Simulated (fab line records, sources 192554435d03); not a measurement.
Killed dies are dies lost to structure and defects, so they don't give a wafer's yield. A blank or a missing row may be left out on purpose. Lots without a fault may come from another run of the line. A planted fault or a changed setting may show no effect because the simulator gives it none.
Chamber matching | flow n5_finfet | N5_BEOL_M4_STRIP_66 on rie_diel-04: 4 sister chambers
The step strips in CF4. 18 wafers are shown with their chamber, then 9 later ones without.

WAFERS WITH THEIR CHAMBER
wafer  | chamber | showerhead_plenum_p_Torr (Torr) | drypump_motor_current_A (A) | oes_product_au (a.u.)
L075.4 | 1       | 1.80                            | 5.5                         | 0.85
L075.5 | 3       | 1.78                            | 6.0                         | 0.92
L075.6 | 0       | 1.74                            | 5.9                         | 0.77
L077.3 | 2       | 1.74                            | 5.4                         | 0.92
L077.5 | 1       | 1.80                            | 5.4                         | 0.84
L077.6 | 2       | 1.74                            | 5.3                         | 0.92
L079.1 | 3       | 1.77                            | 6.1                         | 0.92
L079.2 | 1       | 1.80                            | 5.4                         | 0.84
L079.6 | 0       | 1.73                            | 5.9                         | 0.77
L083.1 | 1       | 1.80                            | 5.4                         | 0.83
L083.4 | 3       | 1.77                            | 6.0                         | 0.89
L083.5 | 3       | 1.77                            | 6.0                         | 0.90
L087.3 | 3       | 1.77                            | 6.0                         | 0.88
L087.5 | 0       | 1.73                            | 5.9                         | 0.75
L087.6 | 1       | 1.80                            | 5.4                         | 0.82
L089.1 | 1       | 1.80                            | 5.4                         | 0.82
L089.2 | 0       | 1.73                            | 5.9                         | 0.75
L089.3 | 3       | 1.77                            | 6.0                         | 0.88

SIGNATURES (means of the wafers above)
reading                  | chamber 0 | chamber 1 | chamber 2 | chamber 3 | scatter within a chamber
showerhead_plenum_p_Torr | 1.7325    | 1.8000    | 1.7400    | 1.7717    | 0.00336
drypump_motor_current_A  | 5.900     | 5.417     | 5.350     | 6.017     | 0.0393
oes_product_au           | 0.7600    | 0.8333    | 0.9200    | 0.8983    | 0.0142
Rule: a wafer's distance from a chamber is the root of the sum, over the readings, of the square of ((its reading less the chamber's mean) divided by the reading's scatter). The wafer belongs to the nearest chamber; if the next one is less than 2 further off, it can't be placed. The scatter: the root of (the sum of the squares of (reading less its chamber's mean) over the shown wafers, divided by (wafers less chambers)).

WAFERS WITHOUT THEIR CHAMBER
wafer  | showerhead_plenum_p_Torr (Torr) | drypump_motor_current_A (A) | oes_product_au (a.u.)
L090.1 | 1.77                            | 6.0                         | 0.88
L090.3 | 1.73                            | 5.9                         | 0.75
L090.5 | 1.80                            | 5.4                         | 0.81
L091.2 | 1.73                            | 5.9                         | 0.75
L091.5 | 1.74                            | 5.3                         | 0.87
L091.6 | 1.77                            | 6.0                         | 0.87
L097.2 | 1.79                            | 5.4                         | 0.79
L097.4 | 1.72                            | 5.9                         | 0.74
L097.6 | 1.79                            | 5.4                         | 0.79

WHICH CHAMBER EACH WENT THROUGH
wafer  | from the rows above | in truth
L090.1 | 3                   | 3
L090.3 | 0                   | 0
L090.5 | 1                   | 1
L091.2 | 0                   | 0
L091.5 | 2                   | 2
L091.6 | 3                   | 3
L097.2 | 1                   | 1
L097.4 | 0                   | 0
L097.6 | 1                   | 1
Placed correctly: 9 of 9. Can't be placed from these rows: 0. Placed wrongly: 0.
